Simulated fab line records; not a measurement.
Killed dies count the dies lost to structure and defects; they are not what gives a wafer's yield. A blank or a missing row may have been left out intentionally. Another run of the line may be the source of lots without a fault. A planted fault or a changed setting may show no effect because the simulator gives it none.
3 desks looking at one fault	flow n5_finfet	only its own numbers are on each desk; what lay behind them is given at the end

== THE DEFECT DESK ==
What the inspections along the route counted, lot by lot: means of the sampled wafers that have a number. The brackets show how far a lot's mean lies from the usual mean; more than 4 standard deviations puts the lot out of limits, marked OUT.
Columns: A = raw_defect_count at N5_BEOL_M7_INSPECT_58, usual 69
lot	first seen here	A
L414	day 9 09:01	76
L416	day 9 12:34	60
L423	day 11 10:32	72
L421	day 11 17:31	54
L424	day 12 09:11	60
L426	day 13 05:22	46
L427	day 13 07:24	429 (+17) OUT
L430	day 13 13:59	88
L435	day 14 19:44	46
L437	day 16 00:06	83
This desk finds L427 out of limits, L427 being first, at day 13 07:24 (raw_defect_count at N5_BEOL_M7_INSPECT_58). Within limits: L414, L416, L423, L421, L424, L426, L430, L435, L437.

== AT THE TOOL OWNER'S DESK: cmp-03 ==
The tool's own readings at N5_BEOL_M7_CMP_52 (polishes, stops on SiCOH lowk, t overpolish 6.9 s, target thk 80 nm): means of the sampled wafers that have a number, for each lot that ran on this tool. The brackets show how far a lot's mean lies from the usual mean; more than 4 standard deviations puts the lot out of limits, marked OUT.
Columns: A = barrier_field_endpoint_s at N5_BEOL_M7_CMP_52, usual 28.8 s; B = head_pressure_psi at N5_BEOL_M7_CMP_52, usual 0.9999 psi; C = motor_current_A at N5_BEOL_M7_CMP_52, usual 5.9 A; D = overpolish_run_s at N5_BEOL_M7_CMP_52, usual 6.899 s; E = retaining_ring_pressure_frac at N5_BEOL_M7_CMP_52, usual 1.000; F = slurry_filter_dp_kPa at N5_BEOL_M7_CMP_52, usual 13.51 kPa; G = time_to_endpoint_s at N5_BEOL_M7_CMP_52, usual 62 s
lot	first seen here	A	B	C	D	E	F	G
L416	day 9 12:10	28.4	1.0014	6.1	6.905	0.996	13.63	61
L421	day 11 17:08	29.3	0.9995	5.6	6.892	1.000	13.47	66
L424	day 12 08:46	29.8	0.9999	5.5	6.902	1.001	13.40	67
L427	day 13 07:04	35.0 (+7.7) OUT	0.9999	5.9	4.618 (-99 or more) OUT	1.001	13.56	71
L435	day 14 19:17	28.6	1.0022	6.0	6.895	0.998	13.51	60
This desk finds L427 out of limits, L427 being first, at day 13 07:04 (barrier_field_endpoint_s at N5_BEOL_M7_CMP_52). Within limits: L416, L421, L424, L435.

== METROLOGY DESK ==
Lot by lot, what the gauges showed, no matter which tool ran the lot: averages of those sampled wafers that carry a number. The brackets show how far a lot's mean lies from the usual mean; more than 4 standard deviations puts the lot out of limits, marked OUT. Readings shown: 7 out of 12 (the first out of limits, and those lying furthest out on some lot).
Columns: A = IOFF_N at N5_BEOL_M4_RC_MEAS_101, usual 0.146 nA/um; B = IOFF_P at N5_BEOL_M4_RC_MEAS_101, usual 0.20 nA/um; C = SS_P at N5_BEOL_M4_RC_MEAS_101, usual 73.1 mV/dec; D = VT_N at N5_BEOL_M4_RC_MEAS_101, usual 250 mV; E = VT_P at N5_BEOL_M4_RC_MEAS_101, usual -251 mV; F = M7_THK at N5_BEOL_M7_THK_MEAS_53, usual 79.7 nm; G = M8_ILD_THK at N5_BEOL_M8_THK_MEAS_01, usual 155.2 nm
lot	first seen here	A	B	C	D	E	F	G
L414	day 8 00:46	0.145	0.19	73.4	251	-253	79.1	156.3
L416	day 8 03:03	0.136	0.19	72.7	254	-253	80.3	155.6
L421	day 9 23:08	0.200	0.25	74.3	244	-246	78.8	153.2
L423	day 10 05:49	0.148	0.19	73.7	251	-253	78.5	154.9
L424	day 11 00:43	0.149	0.18	73.3	247	-251	78.6	154.7
L426	day 11 23:13	0.155	0.19	73.1	251	-253	80.4	156.6
L427	day 12 02:44	0.140	0.23	73.3	249	-246	120.1 (+18) OUT	155.7
L430	day 12 06:50	0.114	0.16	72.6	254	-254	80.1	157.3
L435	day 13 06:05	0.123	0.16	71.9	251	-253	77.4	153.3
L437	day 14 15:52	0.158	0.21	73.4	247	-250	79.2	158.9
Per this desk, out of limits: L427; the first was L427, day 13 07:14 (M7_THK at N5_BEOL_M7_THK_MEAS_53). Within limits: L414, L416, L421, L423, L424, L426, L430, L435, L437.

== TAKEN TOGETHER ==
The tool owner's desk could have raised an alarm at day 13 07:04, on L427.
L427 would have let the metrology desk raise an alarm at day 13 07:14.
The defect desk could have raised an alarm at day 13 07:24, on L427.
All the named lots went through N5_BEOL_M7_CMP_52 on cmp-03.

== WHAT THE SIMULATOR HAD INSERTED ==
cmp-03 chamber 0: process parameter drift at N5_BEOL_M7_CMP_52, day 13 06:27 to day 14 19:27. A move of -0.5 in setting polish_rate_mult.
Struck lots among those shown: L427.
Hours from the fault's start to each desk's first reading out of limits: the tool owner's desk, 1; the metrology desk, 1; the defect desk, 1.
